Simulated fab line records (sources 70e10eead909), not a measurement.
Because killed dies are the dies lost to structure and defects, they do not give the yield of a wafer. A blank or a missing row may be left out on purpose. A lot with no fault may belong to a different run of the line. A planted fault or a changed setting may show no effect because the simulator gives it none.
fab line records	flow nand_harc
record lots=6	wafers=18	last_day=24
route steps=1159 shown P_BONDPAD@378 A_START@389 A_ZERO_WELL@390 A_SOURCE_PLATE@413 END@1159
lots that met no fault: from a run of the same line without faults
start_h: start of the lot's first displayed wafer, in hours after the record's first day	wait_h: how many hours have passed since the lot's step before this one	" as in the row above	L1.1+2: a single row standing in for several wafers	- value missing, or start not given	* or withheld: withheld	< > ~ a bound
route shown NAME@n: names a module that has steps shown in the file, with the first one's number in the route	usual: the fault-free wafers' mean and standard deviation	same: alike in all rows	chamber/n: place in a boat	sites: each site's reading	_std_site: standard deviation of those values	_edge_site: outer sites' mean less inner sites'	radius_mm: for every site, how far away it sits from the centre of the wafer	mask NAME#n: copy n	behind: the tool/chamber that last shaped the wafer	hold: the reason the lot was held/the length of the hold in hours/how it ended	device: the transistor (n, p or np) that didn't switch	end of line: the tests these same wafers got at the end of their route	a step given without rows: its recipe and nothing more	killed: dies that structure and defects cost at the first sort, which is not the same as the wafer's yield	map: the dies of a wafer, with x for killed, . for not killed, _ for no die there
set.NAME: the setting as run; set.NAME@STEP: as run at that earlier step	model.NAME: the simulator's own value behind a step, which no gauge read
lots at some steps of the route; a table a step, a row a wafer
services: from which hour (start_h, from the record's first day; less than 0 if before it) a tool's chamber was out of use, for how many hours, and why
## steps
# step NHARC_P_BONDPAD_ECD_18
# recipe target_thk_a=4000	bath_temp_c=25	material=Cu
# step NHARC_P_BONDPAD_ANNEAL_28
# recipe temp_c=225	time_s=90
# usual wafer_temp_C_max=226.1/0.37
lot.wafer	tool	chamber	start_h	wait_h	wafer_temp_C_max
L699.2	rtp_anneal-02	0	140.66	-	225.7
L699.3	"	0	"	"	225.8
L699.4	"	0	"	"	225.9
L709.3	rtp_anneal-01	0	203.57	0.3	226.9
L709.4	"	0	"	"	226.5
L709.6	"	0	"	"	226.3
L714.1	rtp_anneal-01	0	222.54	-	226.1
L714.3	"	0	"	"	227.2
L714.6	"	0	"	"	226.8
L716.1	rtp_anneal-02	0	229.74	-	225.7
L716.2	"	0	"	"	226.1
L716.5	"	0	"	"	226.2
L719.2	rtp_anneal-01	0	251.10	0.4	226.2
L719.3	"	0	"	"	226.6
L719.5	"	0	"	"	226.0
L722.2	rtp_anneal-02	0	272.01	0.3	226.0
L722.3	"	0	"	"	226.5
L722.5	"	0	"	"	226.0
# step NHARC_P_BONDPAD_CMP_19
# recipe t_overpolish_s=30	cu_recess_touch_s=16	target_thk_nm=160.81
# step NHARC_P_BONDPAD_THK_MEAS_20
# recipe thk_meas_gauge=xrf
# usual thk_nm=160.5/1.4
lot.wafer	tool	chamber	start_h	wait_h	thk_nm
L699.2	film_metro-01	-	141.27	-	161.8
L699.3	"	-	"	"	162.0
L699.4	"	-	"	"	160.7
L709.3	film_metro-01	-	204.14	-	158.0
L709.4	"	-	"	"	161.9
L709.6	"	-	"	"	161.2
L714.1	film_metro-02	-	223.20	-	161.1
L714.3	"	-	"	"	159.6
L714.6	"	-	"	"	161.8
L716.1	film_metro-01	-	230.41	-	160.5
L716.2	"	-	"	"	164.3
L716.5	"	-	"	"	162.1
L719.2	film_metro-02	-	251.74	-	160.0
L719.3	"	-	"	"	158.7
L719.5	"	-	"	"	161.1
L722.2	film_metro-01	-	272.63	-	162.0
L722.3	"	-	"	"	160.8
L722.5	"	-	"	"	161.4
# step NHARC_P_BONDPAD_SRD_21
# recipe time_s=30	temp_c=23	dry_time_s=20	spin_rpm=1500
# step NHARC_P_BONDPAD_INSPECT_23
# usual raw_defect_count=350/140
lot.wafer	tool	chamber	start_h	wait_h	raw_defect_count
L699.2	defect_inspect-02	-	141.48	0.0	864
L699.3	"	-	"	"	602
L699.4	"	-	"	"	417
L709.3	defect_inspect-02	-	204.36	0.0	344
L709.4	"	-	"	"	290
L709.6	"	-	"	"	250
L714.1	defect_inspect-02	-	223.43	0.0	286
L714.3	"	-	"	"	192
L714.6	"	-	"	"	237
L716.1	defect_inspect-02	-	230.66	0.1	319
L716.2	"	-	"	"	510
L716.5	"	-	"	"	375
L719.2	defect_inspect-02	-	251.96	0.0	628
L719.3	"	-	"	"	532
L719.5	"	-	"	"	327
L722.2	defect_inspect-02	-	272.84	0.0	320
L722.3	"	-	"	"	209
L722.5	"	-	"	"	299
# step NHARC_P_BONDPAD_ACTIVATE_29
# recipe time_s=60	n2_flow_sccm=200	ar_flow_sccm=0	bias_power_w=0	chemistry=N2
# usual drypump_motor_current_A=5.6/0.3	oes_product_au=1.002/0.0094	rf_vpp_V=64.0/1	showerhead_plenum_p_Torr=1.75/0.092
lot.wafer	tool	chamber	start_h	wait_h	drypump_motor_current_A	oes_product_au	rf_hours_counter_h	rf_vpp_V	showerhead_plenum_p_Torr
L699.4	rie_diel-09	1	141.54	0.1	5.7	0.997	5	64.5	1.90
L699.2	"	3	"	"	5.5	1.014	5	62.5	1.68
L699.3	"	0	"	"	5.4	0.997	5	64.3	1.80
L709.3	rie_diel-08	2	204.42	0.1	5.6	1.006	28	63.6	1.64
L709.4	"	1	"	"	5.2	0.993	31	63.7	1.73
L709.6	"	2	"	"	5.6	1.006	-	64.3	1.64
L714.3	rie_diel-09	0	223.49	0.1	5.3	0.992	13	64.4	1.80
L714.1	"	2	"	"	5.8	1.007	13	62.4	1.65
L714.6	"	3	"	"	5.5	1.001	-	63.9	1.68
L716.2	rie_diel-09	3	230.72	0.1	5.5	1.012	14	64.7	1.68
L716.1	"	0	"	"	5.4	0.998	15	64.9	1.79
L716.5	"	3	"	"	5.5	1.019	-	65.5	1.68
L719.3	rie_diel-02	2	252.04	0.1	6.5	0.997	26	63.8	1.81
L719.2	"	3	"	"	6.6	0.996	36	63.1	1.69
L719.5	"	0	"	"	4.9	0.992	-	64.8	1.91
L722.2	rie_diel-09	3	272.90	0.1	5.5	1.020	1	63.1	1.68
L722.3	"	0	"	"	5.5	1.000	1	64.6	1.79
L722.5	"	3	"	"	5.5	1.009	-	63.2	1.68
# step NHARC_P_BONDPAD_PRECLEAN_30
# recipe time_s=300	temp_c=23	chemistry=DIW
# step NHARC_P_BONDPAD_SRD_31
# recipe time_s=30	temp_c=23	dry_time_s=20	spin_rpm=1500
# step NHARC_A_START_INSPECT_01
# usual raw_defect_count=3.3/1.7
lot.wafer	tool	chamber	start_h	wait_h	raw_defect_count
L699.2	defect_inspect-02	-	141.94	-	5
L699.3	"	-	"	"	4
L699.4	"	-	"	"	4
L709.3	defect_inspect-02	-	204.83	-	4
L709.4	"	-	"	"	3
L709.6	"	-	"	"	2
L714.1	defect_inspect-01	-	223.92	-	1
L714.3	"	-	"	"	3
L714.6	"	-	"	"	3
L716.1	defect_inspect-01	-	231.13	-	8
L716.2	"	-	"	"	2
L716.5	"	-	"	"	6
L719.2	defect_inspect-01	-	252.46	-	5
L719.3	"	-	"	"	6
L719.5	"	-	"	"	4
L722.2	defect_inspect-02	-	273.31	-	6
L722.3	"	-	"	"	2
L722.5	"	-	"	"	5
# step NHARC_A_ZERO_WELL_PRECLEAN_00
# recipe time_s=600	temp_c=120	chemistry=SPM
# usual bath_guard_temp_C=120.2/0.61
lot.wafer	tool	chamber	start_h	wait_h	bath_guard_temp_C
L699.4	wet_bench-05	1	142.04	0.1	120.7
L699.2	"	4	"	"	120.1
L699.3	"	5	"	"	120.8
L709.4	wet_bench-05	4	204.92	0.1	120.1
L709.6	"	5	"	"	120.9
L709.3	"	7	"	"	119.7
L714.3	wet_bench-05	0	224.01	0.1	121.2
L714.6	"	1	"	"	120.3
L714.1	"	2	"	"	121.0
L716.1	wet_bench-02	4	231.21	0.1	120.3
L716.2	"	5	"	"	120.5
L716.5	"	6	"	"	119.4
L719.2	wet_bench-05	5	252.56	0.1	121.1
L719.5	"	6	"	"	120.0
L719.3	"	7	"	"	119.6
L722.2	wet_bench-06	7	273.40	0.1	119.7
L722.3	"	0	"	"	119.7
L722.5	"	2	"	"	121.0
# step NHARC_A_ZERO_WELL_SRD_01
# step NHARC_A_ZERO_WELL_DEHYDRATE_02
# recipe temp_c=150	time_s=120
# step NHARC_A_ZERO_WELL_HMDS_03
# recipe time_s=30
# step NHARC_A_ZERO_WELL_COAT_18
# recipe temp_c=200	time_s=65
# step NHARC_A_ZERO_WELL_COAT_04
# recipe spin_rpm=2000	resist_thk_nm=600
# step NHARC_A_ZERO_WELL_SOFTBAKE_05
# recipe temp_c=125	time_s=70
# step NHARC_A_ZERO_WELL_EBR_06
# step NHARC_A_ZERO_WELL_EXPOSE_07
# recipe na=0.55	dose_mj=33.85	mask_id=A_ZERO
# step NHARC_A_ZERO_WELL_PEB_08
# recipe peb_temp_c=128	peb_time_s=80
# step NHARC_A_ZERO_WELL_DEVELOP_09
# recipe time_s=50	dev_temp_c=22
# step NHARC_A_ZERO_WELL_CD_MEAS_10
# recipe target_cd_nm=2000	landing_energy_ev=500
# usual cd_nm=1999.3/1.6
lot.wafer	tool	chamber	start_h	wait_h	cd_nm
L699.2	cd_sem-03	0	142.79	-	1998.7
L699.3	"	0	"	"	1998.3
L699.4	"	0	"	"	1996.9
L709.3	cd_sem-01	0	205.67	-	1998.0
L709.4	"	0	"	"	2000.2
L709.6	"	0	"	"	2001.1
L714.1	cd_sem-03	0	224.63	-	1998.4
L714.3	"	0	"	"	1998.9
L714.6	"	0	"	"	1999.5
L716.1	cd_sem-03	0	231.97	-	1998.5
L716.2	"	0	"	"	1998.1
L716.5	"	0	"	"	1998.5
L719.2	cd_sem-03	0	253.30	-	1997.2
L719.3	"	0	"	"	1997.8
L719.5	"	0	"	"	1996.7
L722.2	cd_sem-01	0	274.15	-	2001.0
L722.3	"	0	"	"	2002.4
L722.5	"	0	"	"	2002.2
# step NHARC_A_ZERO_WELL_HARDBAKE_11
# recipe temp_c=118	time_s=65
# step NHARC_A_ZERO_WELL_DESCUM_12
# recipe time_s=3	o2_flow_sccm=200	ar_flow_sccm=0	bias_power_w=0	chemistry=O2
# usual drypump_motor_current_A=5.7/0.4	o2_flow_sccm=199.9/0.54	oes_product_au=0.993/0.011	rf_vpp_V=57.7/0.96	showerhead_plenum_p_Torr=1.90/0.095	throttle_valve_pct=11.311/0.01
lot.wafer	tool	chamber	start_h	wait_h	drypump_motor_current_A	o2_flow_sccm	oes_product_au	rf_hours_counter_h	rf_vpp_V	showerhead_plenum_p_Torr	throttle_valve_pct
L699.4	rie_diel-11	1	142.96	-	5.5	199.0	1.000	15	56.7	1.91	11.321
L699.2	"	2	"	"	5.6	199.9	0.971	10	57.3	1.83	11.299
L699.3	"	3	"	"	5.9	199.8	0.994	13	57.3	1.87	11.318
L709.4	rie_diel-06	0	205.83	-	5.2	200.4	0.997	10	58.5	1.98	11.309
L709.3	"	2	"	"	5.4	200.7	0.978	11	56.5	1.89	11.294
L709.6	"	0	"	"	5.2	200.5	0.996	-	56.8	1.98	11.309
L714.3	rie_diel-06	1	224.80	-	5.9	199.5	1.011	12	58.4	2.06	11.315
L714.1	"	2	"	"	5.4	199.7	0.993	12	56.5	1.89	11.324
L714.6	"	1	"	"	5.8	199.8	1.016	-	58.2	2.06	11.302
L716.1	rie_diel-12	0	232.12	-	5.6	200.4	0.981	1	58.7	1.83	11.317
L716.2	"	3	"	"	6.2	199.8	1.004	1	58.4	2.05	11.303
L716.5	"	0	"	"	5.6	199.7	0.987	-	59.1	1.83	11.304
L719.2	rie_diel-11	3	253.48	-	5.9	199.5	0.996	7	58.2	1.86	11.317
L719.3	"	0	"	"	5.4	200.3	0.988	7	57.2	1.82	11.308
L719.5	"	1	"	"	5.5	200.0	0.972	-	58.8	1.91	11.316
L722.2	rie_diel-11	3	274.30	-	5.9	200.1	1.005	10	57.2	1.86	11.302
L722.3	"	1	"	"	5.5	199.7	0.994	10	56.3	1.90	11.312
L722.5	"	0	"	"	5.4	199.7	0.995	-	56.0	1.82	11.303
# step NHARC_A_ZERO_WELL_ETCH_19
# recipe target_depth_a=800	overetch_a=240	time_s=87.88	ion_energy_ev=200	n2_flow_sccm=150	h2_flow_sccm=150	ar_flow_sccm=0	rf_w=400	bias_w=150	chemistry=N2/H2
# step NHARC_A_ZERO_WELL_ETCH_13
# recipe target_depth_a=1200	time_s=40.1	hbr_flow_sccm=150	cl2_flow_sccm=50	rf_w=400	icp_w=400	bias_w=100	chemistry=HBr/Cl2
# usual drypump_motor_current_A=5.6/0.55	oes_product_au=1.003/0.0098	throttle_valve_pct=26.406/0.0088
lot.wafer	tool	chamber	start_h	wait_h	drypump_motor_current_A	oes_product_au	rf_hours_counter_h	throttle_valve_pct
L699.4	rie_si-03	3	143.16	-	6.5	1.002	1.0	26.412
L699.2	"	0	"	"	6.1	1.003	1.0	26.397
L699.3	"	1	"	"	5.3	1.016	1.2	26.409
L709.3	rie_si-06	3	206.04	-	5.3	1.014	0.0	26.401
L709.4	"	0	"	"	5.4	1.008	0.0	26.409
L709.6	"	3	"	"	5.3	1.016	-	26.408
L714.3	rie_si-01	0	224.99	-	6.6	1.010	0.7	26.401
L714.1	"	1	"	"	5.2	0.985	0.8	26.406
L714.6	"	0	"	"	6.6	0.998	-	26.404
L716.2	rie_si-03	0	232.32	-	6.1	1.000	0.4	26.420
L716.1	"	3	"	"	6.4	1.007	0.5	26.404
L716.5	"	0	"	"	6.1	1.012	-	26.403
L719.3	rie_si-06	0	253.67	-	5.4	1.012	0.5	26.400
L719.2	"	2	"	"	5.3	1.005	0.4	26.417
L719.5	"	3	"	"	5.3	1.003	-	26.397
L722.3	rie_si-03	0	274.51	-	6.1	1.008	0.7	26.409
L722.2	"	1	"	"	5.3	0.998	0.6	26.403
L722.5	"	2	"	"	5.9	0.990	-	26.394
# step NHARC_A_ZERO_WELL_STRIP_14
# recipe time_s=900	temp_c=130	chemistry=SPM
# step NHARC_A_ZERO_WELL_IMPLANT_15
# recipe energy_kev=150	dose_cm2=1e+13	tilt_deg=7
# step NHARC_A_ZERO_WELL_PRECLEAN_22
# recipe time_s=60	temp_c=50	bath_age_min=0	chemistry=SC1
# step NHARC_A_ZERO_WELL_SRD_23
# step NHARC_A_ZERO_WELL_RTA_16
# recipe temp_c=1000	time_s=10
# usual lamp_power_pct=33.6/1.8	lamp_zone_2_pct=33.6/1.8	wafer_temp_C_max=1005.1/1.5
lot.wafer	tool	chamber	start_h	wait_h	lamp_power_pct	lamp_zone_2_pct	wafer_temp_C_max
L699.2	rtp_anneal-01	0	144.12	-	31.7	31.6	1007.4
L699.3	"	0	"	"	31.6	31.6	1006.7
L699.4	"	0	"	"	31.6	31.6	1006.1
L709.3	rtp_anneal-02	0	206.98	-	35.3	35.3	1004.1
L709.4	"	0	"	"	35.4	35.3	1005.4
L709.6	"	0	"	"	35.2	35.4	1003.6
L714.1	rtp_anneal-01	0	225.93	-	31.7	31.7	1006.9
L714.3	"	0	"	"	31.6	31.7	1008.1
L714.6	"	0	"	"	31.7	31.6	1007.2
L716.1	rtp_anneal-02	0	233.26	-	35.2	35.3	1004.0
L716.2	"	0	"	"	35.3	35.2	1004.3
L716.5	"	0	"	"	35.2	35.3	1004.1
L719.2	rtp_anneal-02	0	254.60	-	35.3	35.2	1003.2
L719.3	"	0	"	"	35.3	35.3	1003.3
L719.5	"	0	"	"	35.3	35.3	1003.2
L722.2	rtp_anneal-02	0	275.72	-	35.3	35.3	1003.9
L722.3	"	0	"	"	35.3	35.4	1003.3
L722.5	"	0	"	"	35.3	35.3	1003.8
# step NHARC_A_ZERO_WELL_INSPECT_17
# usual raw_defect_count=11/6.1
lot.wafer	tool	chamber	start_h	wait_h	raw_defect_count
L699.2	defect_inspect-01	-	144.29	0.1	13
L699.3	"	-	"	"	21
L699.4	"	-	"	"	17
L709.3	defect_inspect-02	-	207.12	0.1	7
L709.4	"	-	"	"	18
L709.6	"	-	"	"	14
L714.1	defect_inspect-01	-	226.13	0.2	397
L714.3	"	-	"	"	399
L714.6	"	-	"	"	421
L716.1	defect_inspect-01	-	233.45	0.2	8
L716.2	"	-	"	"	8
L716.5	"	-	"	"	10
L719.2	defect_inspect-02	-	254.77	0.1	402
L719.3	"	-	"	"	425
L719.5	"	-	"	"	387
L722.2	defect_inspect-01	-	275.89	0.1	3
L722.3	"	-	"	"	5
L722.5	"	-	"	"	12
# step NHARC_A_SOURCE_PLATE_PRECLEAN_00
# recipe time_s=60	chemistry=HF-LAST
# step NHARC_A_SOURCE_PLATE_SRD_01
# step NHARC_A_SOURCE_PLATE_OXIDE_02
# recipe target_thk_a=100	temp_c=900	ox_time_s=1362	material=SiO2
# step NHARC_A_SOURCE_PLATE_THK_MEAS_09
# recipe thk_meas_gauge=ellipsometry
# usual thk_nm=9.7/0.99
lot.wafer	tool	chamber	start_h	wait_h	thk_nm
L699.2	film_metro-02	-	148.62	0.4	8.0
L699.3	"	-	"	"	10.4
L699.4	"	-	"	"	9.8
L709.3	film_metro-02	-	214.59	0.4	10.2
L709.4	"	-	"	"	8.5
L709.6	"	-	"	"	10.4
L714.1	film_metro-01	-	233.60	0.4	9.6
L714.3	"	-	"	"	10.5
L714.6	"	-	"	"	10.6
L716.1	film_metro-01	-	241.57	0.4	9.6
L716.2	"	-	"	"	10.5
L716.5	"	-	"	"	9.4
L719.2	film_metro-02	-	264.97	0.4	9.8
L719.3	"	-	"	"	11.1
L719.5	"	-	"	"	9.8
L722.2	film_metro-01	-	281.99	0.4	10.6
L722.3	"	-	"	"	8.3
L722.5	"	-	"	"	9.6
# step NHARC_A_SOURCE_PLATE_PVD_04
# recipe target_thk_a=500	material=WSi2
# step NHARC_A_SOURCE_PLATE_CVD_03
# recipe target_thk_a=2000	temp_c=620	pressure_mtorr=200	time_s=4000	material=poly-Si
# step NHARC_A_SOURCE_PLATE_ANNEAL_05
# recipe temp_c=850	time_s=1800
# step NHARC_A_SOURCE_PLATE_INSPECT_08
# usual raw_defect_count=59/24
lot.wafer	tool	chamber	start_h	wait_h	raw_defect_count
L699.2	defect_inspect-01	-	161.78	0.0	53
L699.3	"	-	"	"	31
L699.4	"	-	"	"	30
L709.3	defect_inspect-01	-	227.84	0.0	55
L709.4	"	-	"	"	50
L709.6	"	-	"	"	51
L714.1	defect_inspect-01	-	246.80	0.0	419
L714.3	"	-	"	"	429
L714.6	"	-	"	"	490
L716.1	defect_inspect-02	-	254.83	0.0	74
L716.2	"	-	"	"	44
L716.5	"	-	"	"	66
L719.2	defect_inspect-02	-	277.90	0.0	441
L719.3	"	-	"	"	466
L719.5	"	-	"	"	424
L722.2	defect_inspect-01	-	296.46	0.0	31
L722.3	"	-	"	"	52
L722.5	"	-	"	"	43
# step NHARC_END_SORT_01
# recipe temp_c=25
# usual killed_at_array=28/11	killed_at_other=0.6/0.85	killed_at_periphery=2.8/2.3	killed_dies=31/11	killed_open=3.1/1.6	killed_short=2.0/1.4
# same gross_dies=677
lot.wafer	tool	chamber	start_h	wait_h	killed_at_array	killed_at_other	killed_at_periphery	killed_dies	killed_open	killed_short
L714.1	prober-02	0	543.78	2.5	102	0	1	103	2	1
L714.3	prober-02	0	545.37	3.1	71	0	3	74	2	4
L714.6	prober-02	0	547.74	4.0	97	0	1	98	2	0
L719.2	prober-02	0	567.94	2.8	89	0	3	92	6	1
L719.3	prober-02	0	568.74	3.1	49	3	3	55	4	2
L719.5	prober-02	0	570.34	3.7	102	0	2	104	3	0
# killed by level:class
L714.1 A_ZERO_WELL:unspecified=84 A_CHANNEL_HOLE_D1:chamber_film_flake=11 A_CHANNEL_FILL_D1:chamber_film_flake=2 A_CHANNEL_FILL_D1:geometric_particle:short=1 A_CONTACT:geometric_particle:open=1 A_M0:geometric_particle:open=1 P_CONTACT:chamber_film_flake=1 A_STAIRCASE:chamber_film_flake=1
L714.3 A_ZERO_WELL:unspecified=50 A_CHANNEL_HOLE_D1:chamber_film_flake=16 P_CONTACT:geometric_particle:short=1 P_M1:geometric_particle:open=1 A_CHANNEL_HOLE_D1:geometric_particle:open=1 A_CHANNEL_FILL_D1:geometric_particle:short=1 A_WL_FILL:geometric_particle:short=1 A_M0:geometric_particle:short=1
L714.6 A_ZERO_WELL:unspecified=76 A_CHANNEL_HOLE_D1:chamber_film_flake=15 A_CONTACT:chamber_film_flake=3 P_M0:geometric_particle:open=1 A_ONON_D1:geometric_particle:open=1 A_ZERO_WELL:chamber_film_flake=1 A_CHANNEL_FILL_D1:chamber_film_flake=1
L719.2 A_ZERO_WELL:unspecified=73 A_CHANNEL_HOLE_D1:chamber_film_flake=7 A_SGD_CUT:chamber_film_flake=3 P_CONTACT:geometric_particle:open=2 A_CONTACT:chamber_film_flake=2 P_STI:geometric_particle:open=1 A_SOURCE_PLATE:geometric_particle:open=1 A_CHANNEL_FILL_D1:geometric_particle:open=1
L719.3 A_ZERO_WELL:unspecified=38 A_CHANNEL_HOLE_D1:chamber_film_flake=4 A_SGD_CUT:chamber_film_flake=4 THIN_TSV:chamber_film_flake=3 P_CONTACT:geometric_particle:open=2 P_M2:geometric_particle:open=1 A_CHANNEL_FILL_D1:geometric_particle:short=1 A_WL_FILL:geometric_particle:short=1
L719.5 A_ZERO_WELL:unspecified=85 A_CHANNEL_HOLE_D1:chamber_film_flake=7 A_CONTACT:chamber_film_flake=3 A_SGD_CUT:chamber_film_flake=2 A_M1:chamber_film_flake=2 P_CONTACT:geometric_particle:open=1 A_ONON_D1:geometric_particle:open=1 A_WL_FILL:geometric_particle:open=1
# map L714.1 (x killed, . not)
____________.____________
_________......._________
_______..........._______
______.............______
_____..............._____
____............x....____
____..........x....xx____
___............x.xxxx.___
___............x.xxxx.___
__......x......xxxxxxx.__
__............xxxxxxxx.__
_..............xxxxxxx.._
_..............xxxxxxxx._
_..............xxxxxxx.._
_..............xxxxxxxx._
_.............xxxxxxxxx._
...........x...xxxxxxx...
...............xxxxxxx...
...............x...x.x.x.
..................x....xx
......................x.x
_....................x.x_
_x..................x.x._
_......................._
_......................x_
_......................x_
__.....................__
__.....................__
___...................___
___..........x........___
____x................____
____.................____
_____..............._____
______.............______
_______..........._______
_________.....x._________
____________.____________
# map L719.5 (x killed, . not)
____________.____________
_________......._________
_______..........._______
______.............______
_____..............._____
____.................____
____.................____
___...................___
___...................___
__....................x__
__..........x.x........__
_..........xx.x.x......x_
_x..........xxxxx.x....._
_....x....xxxxxxx......._
_.........xxxxxxxx......_
_x.......xxxxxxxxx......_
....x..x.xxxxxxxxxx......
.........xxxxxxxx........
.......x..xxxxxxx........
.........xxxxxxxx........
.........x.xxxxxxx.......
_..........xxxx........._
_......x.....x.......x.._
_..........x...x........_
_.......x.x...x........._
_......................._
__.....................__
__.....................__
___..............x....___
___............xx.....___
____.............xx..____
____................x____
_____............x.._____
______.............______
_______..........._______
_________......._________
____________.____________
## services
tool	chamber	start_h	hours	kind
rie_diel-06	3	120.76	5.2	repair
rie_diel-08	-	124.80	9.0	pm
rie_si-01	-	127.00	9.0	pm
wet_bench-06	-	129.60	8.0	pm
rie_diel-02	2	133.82	49.2	repair
rie_diel-02	1	139.90	6.9	repair
rie_diel-02	-	150.83	9.0	pm
rie_si-03	-	155.00	9.0	pm
rie_diel-08	2	164.66	7.4	repair
wet_bench-05	-	174.33	3.7	repair
rie_diel-06	3	174.56	3.6	repair
wet_bench-02	-	180.00	8.0	pm
rie_diel-09	-	182.37	1.0	repair
rie_si-06	-	183.00	9.0	pm
rie_diel-11	-	189.98	9.0	pm
rie_si-03	1	192.84	11.5	repair
wet_bench-05	-	196.80	8.0	pm
rie_si-06	2	206.57	3.0	repair
rie_diel-09	1	220.03	5.9	repair
rie_si-03	2	229.97	2.5	repair
rie_diel-06	-	241.20	9.0	pm
rie_diel-09	-	254.10	9.0	pm
rie_diel-11	2	269.01	1.4	repair
rie_si-03	3	272.79	6.4	repair
## key
first_sign step=NHARC_A_ZERO_WELL_INSPECT_17	reading=raw_defect_count	direction=up	sigmas=65	usual=11	struck=405
effect step=NHARC_A_SOURCE_PLATE_INSPECT_08	reading=raw_defect_count	direction=up	sigmas=16	usual=59	struck=445
effect step=NHARC_END_SORT_01	reading=killed_at_array	direction=up	sigmas=5	usual=28	struck=85
more_kills_born_at NHARC_A_ZERO_WELL_PRECLEAN_00@wet_bench-05=406
met_at NHARC_A_ZERO_WELL_PRECLEAN_00
struck_wafers L714.1,L714.3,L714.6,L719.2,L719.3,L719.5
tester_left_out L714,L719
onset_between 204.92 224.01
fault kind=chamber_particle_source	tool=wet_bench-05	chamber=-	onset_h=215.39	steps=NHARC_A_ZERO_WELL_PRECLEAN_00	rate_per_visit_cm2=0.58649	end_h=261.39
# tester_left_out: of these lots the tester's yield and bins aren't shown, on N5 and GAA mostly nor the transistor test; their killed dies are dies lost to structure and defects alone, not to doping, threshold or leakage, so they don't give the yield
